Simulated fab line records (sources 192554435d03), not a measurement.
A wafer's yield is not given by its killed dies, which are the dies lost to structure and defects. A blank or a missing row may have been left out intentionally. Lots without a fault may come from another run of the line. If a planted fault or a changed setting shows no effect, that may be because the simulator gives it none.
Struck lot and sound lot, side by side / flow n5_finfet / 22 out of 1938 route steps
Sound: these wafers, L629.1, L629.3, L629.5. Struck: wafers L642.1, L642.5, L642.6. At the end, the cause is stated.
Each step with rows lists, per side, the tool, then ch with its chambers, then its first start. Under that, the readings that differ: sound wafers / struck wafers / difference of the means / sigmas: that difference in standard deviations of wafers without a fault.
alike: readings whose means differ by less than 2 such deviations, and words and numbers that are the same on both sides. not compared: withheld readings, readings that some wafer has no value for, bounds like >300 that may hide the same value, and numbers for which the record gives no deviation and whose values overlap.
A row with sigmas, a row that says differs or no value, or rows on one side alone: a step with any of these is where the two part. Numbers that don't overlap but have no deviation are shown without sigmas and don't part them. A reading missing from all wafers of one side parts the sides only when that side holds two or more wafers.

N5_BEOL_M4_RC_MEAS_101:
  sound on prober-02 ch 0, day 8 12:49; struck on prober-02 ch 0, day 11 16:53
  alike: DIBL_N, DIBL_P, IOFF_N, IOFF_P, ION_N, ION_P, SS_N, SS_P, VT_N, VT_P
N5_BEOL_M5_ILD_DEP_00: deposits SiCOH lowk from DEMS/porogen, target thk 140.64 nm, time 25.9 s.
  sound on pecvd-04 ch 1,2, day 8 13:47; struck on pecvd-03 ch 1,2, day 11 17:50
  alike: heater_power_w, showerhead_plenum_p_Torr, throttle_valve_pct
N5_BEOL_M5_CURE_79: cures SiCOH lowk, time 240 s.
  sound on uv_cure-01 ch 0, day 8 13:51; struck on uv_cure-02 ch 2, day 11 17:54
  alike: lamp_power_pct, wafer_temp_C_max
N5_BEOL_M5_THK_MEAS_01:
  struck on film_metro-01, day 11 18:25; sound on film_metro-01, day 8 14:22
  alike: M5_ILD_THK
then, 1 step without rows for these wafers: N5_BEOL_M5_PECVD_70 (deposits SiO2 from TEOS/O2, target thk 16 nm, time 18 s).
N5_BEOL_M5_HM_DEP_02: deposits TiN, target thk 20 nm.
  struck on pvd_sputter-03, day 11 19:05; sound on pvd_sputter-02, day 8 15:35
  alike: throttle_valve_pct
then, 6 steps without rows for these wafers: N5_BEOL_M5_COAT_59 (time 60 s, resist thk 60 nm); N5_BEOL_M5_COAT_60 (time 60 s, resist thk 12 nm); N5_BEOL_M5_COAT_71 (time 60 s, resist thk 5 nm); N5_BEOL_M5_COAT_05 (resist thk 30 nm); N5_BEOL_M5_EBR_07; N5_BEOL_M5_SOFTBAKE_06 (time 60 s).
N5_BEOL_M5_EXPOSE_08: exposes mask M5, target cd 28 nm.
  sound on euv_scanner-02 ch 0, day 8 15:51; struck on euv_scanner-02 ch 0, day 11 19:29
  alike: mask, stage_msd_nm
then, 2 steps without rows for these wafers: N5_BEOL_M5_PEB_09 (peb time 60 s); N5_BEOL_M5_DEVELOP_10 (develop time 30 s).
N5_BEOL_M5_CD_MEAS_11: target cd 27.74 nm.
  sound on cd_sem-03 ch 0, day 8 15:58; struck on cd_sem-02 ch 0, day 11 19:37
  alike: cd_nm
N5_BEOL_M5_OVL_MEAS_12:
  sound on overlay-02 ch 0, day 8 16:01; struck on overlay-01 ch 0, day 11 19:38
  alike: M5_OVL
N5_BEOL_M5_INSPECT_13: inspects for defects (brightfield).
  struck on defect_inspect-02, day 11 19:42; sound on defect_inspect-01, day 8 16:04
  alike: raw_defect_count
N5_BEOL_M5_DESCUM_16: chemistry O2, time 7 s.
  sound on rie_diel-05 ch 1,3, day 8 16:23; struck on rie_diel-04 ch 0,1,3, day 11 19:44
  alike: drypump_motor_current_A, oes_product_au, rf_vpp_V, showerhead_plenum_p_Torr, throttle_valve_pct
  not compared: rf_hours_counter_h, model.BEOL_M5.cd_nm
N5_BEOL_M5_ETCH_72: etches underlayer in N2/H2, target depth 6.5 nm, time 5.2 s.
  sound on rie_diel-05 ch 1,3, day 8 16:25; struck on rie_diel-04 ch 0,1,3, day 11 19:46
  alike: drypump_motor_current_A, etch_rf_on_time_s, oes_product_au, rf_vpp_V, showerhead_plenum_p_Torr, throttle_valve_pct
  not compared: rf_hours_counter_h
N5_BEOL_M5_ETCH_61: etches SiARC in CF4, target depth 15.6 nm, time 26 s.
  sound on rie_diel-05 ch 1,3, day 8 16:26; struck on rie_diel-04 ch 0,1,3, day 11 19:47
  alike: drypump_motor_current_A, etch_rf_on_time_s, mfc_ar_sccm, oes_product_au, rf_vpp_V, showerhead_plenum_p_Torr, throttle_valve_pct
  not compared: rf_hours_counter_h, model.BEOL_M5.cd_nm
N5_BEOL_M5_ETCH_62: etches SOC in N2/H2, target depth 75 nm, overetch 15 nm, time 112.5 s.
  sound on rie_diel-05 ch 1,3, day 8 16:28; struck on rie_diel-04 ch 0,1,3, day 11 19:49
  alike: drypump_motor_current_A, oes_product_au, rf_vpp_V, showerhead_plenum_p_Torr, throttle_valve_pct
  not compared: rf_hours_counter_h

## WHERE THEY PART
Nowhere in this record.

WHY: the cause the simulator had injected
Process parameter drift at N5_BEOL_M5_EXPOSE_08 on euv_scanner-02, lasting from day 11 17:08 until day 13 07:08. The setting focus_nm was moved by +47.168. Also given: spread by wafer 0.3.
